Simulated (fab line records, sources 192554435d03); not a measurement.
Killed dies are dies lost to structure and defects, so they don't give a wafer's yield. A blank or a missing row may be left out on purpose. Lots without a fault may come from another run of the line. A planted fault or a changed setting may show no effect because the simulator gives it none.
Split-lot experiment | flow n5_finfet | 7 lots, 21 wafers read, on a route of 1938 steps

THE SPLIT
At N5_BEOL_M1_ETCH_70 (etches SOC in N2/H2, target depth 80 nm, overetch 16 nm, time 120 s), the setting source_w was moved away from the recipe's 840 W on 5 of the 21 wafers read, by -7.2% to +10.5%. The other wafers ran this setting at the recipe's value.

The reading is taken at the split's own step.

THE READING
rf_vpp_V, in V, at N5_BEOL_M1_ETCH_70 (etches SOC in N2/H2, target depth 80 nm, overetch 16 nm, time 120 s). Fault-free wafers of this fab line usually give 524.5 V, standard deviation 2.6 V.

wafer  | tool, chamber at the split | source_w as run, W | against the recipe | rf_vpp_V, V | against lot-mates on the recipe
L079.1 | rie_diel-06, 1             | 840                | recipe             | 520.8       | -
L079.2 | rie_diel-06, 3             | 927.9              | +10.5%             | 504.2       | -18.9
L079.5 | rie_diel-06, 0             | 840                | recipe             | 525.5       | -
L081.1 | rie_diel-05, 2             | 840                | recipe             | 523.3       | -
L081.4 | rie_diel-05, 2             | 840                | recipe             | 522.4       | -
L081.5 | rie_diel-05, 1             | 840                | recipe             | 526.2       | -
L082.2 | rie_diel-06, 1             | 779.8              | -7.2%              | 533.5       | +11.6
L082.4 | rie_diel-06, 3             | 840                | recipe             | 521.9       | -
L082.5 | rie_diel-06, 3             | 779.8              | -7.2%              | 535.7       | +13.8
L086.1 | rie_diel-06, 0             | 840                | recipe             | 525.1       | -
L086.5 | rie_diel-06, 0             | 840                | recipe             | 524.7       | -
L086.6 | rie_diel-06, 3             | 840                | recipe             | 521.8       | -
L087.1 | rie_diel-06, 2             | 840                | recipe             | 525.2       | -
L087.2 | rie_diel-06, 3             | 840                | recipe             | 521.2       | -
L087.5 | rie_diel-06, 0             | 840                | recipe             | 526.0       | -
L090.1 | rie_diel-02, 1             | 906.4              | +7.9%              | 512.1       | -9.2
L090.5 | rie_diel-02, 1             | 906.4              | +7.9%              | 513.3       | -8.0
L090.6 | rie_diel-02, 2             | 840                | recipe             | 521.3       | -
L096.2 | rie_diel-06, 2             | 840                | recipe             | 523.8       | -
L096.5 | rie_diel-06, 1             | 840                | recipe             | 522.0       | -
L096.6 | rie_diel-06, 2             | 840                | recipe             | 524.2       | -

THE FIT
A straight line over all 21 wafers: rf_vpp_V changes by -1.58 V for each +1% of source_w; r = -0.96; the points scatter about the line by 1.9 V.
The same after taking each lot's own level away (the mean of its wafers on the recipe; 21 wafers): -1.54 V for each +1%; r = -0.95; scatter 2.1 V.
On that fit, the largest move of source_w shifts the reading by 16 V.
The lots' own levels span 521.30 to 524.13 V, that is 1.1 times the standard deviation above.
So the lot-to-lot level changes the slope little: the two slopes agree.
Check: with one of the wafers moved furthest among these (+10.5%) left out of the fit, the line predicts -14.1 V for it against its lot-mates. It came out at -18.9 V against them.
Tool readings at the split's step, against how far the setting was moved: rf_vpp_V r = -0.96.

OTHER SPLITS ON THESE WAFERS
These wafers also went through other splits before the reading. Each is held against what the fit with the lots' levels taken away leaves over:
other split on the same wafers | wafers away from the commonest value | r with rf_vpp_V (lot level and that fit taken away)
N5_BEOL_M1_EXPOSE_25 dose_mj   | 8                                    | +0.17

THE FILE'S OWN FIT
rf_vpp_V changes by -1.6 V for each +1% of source_w, r = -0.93.
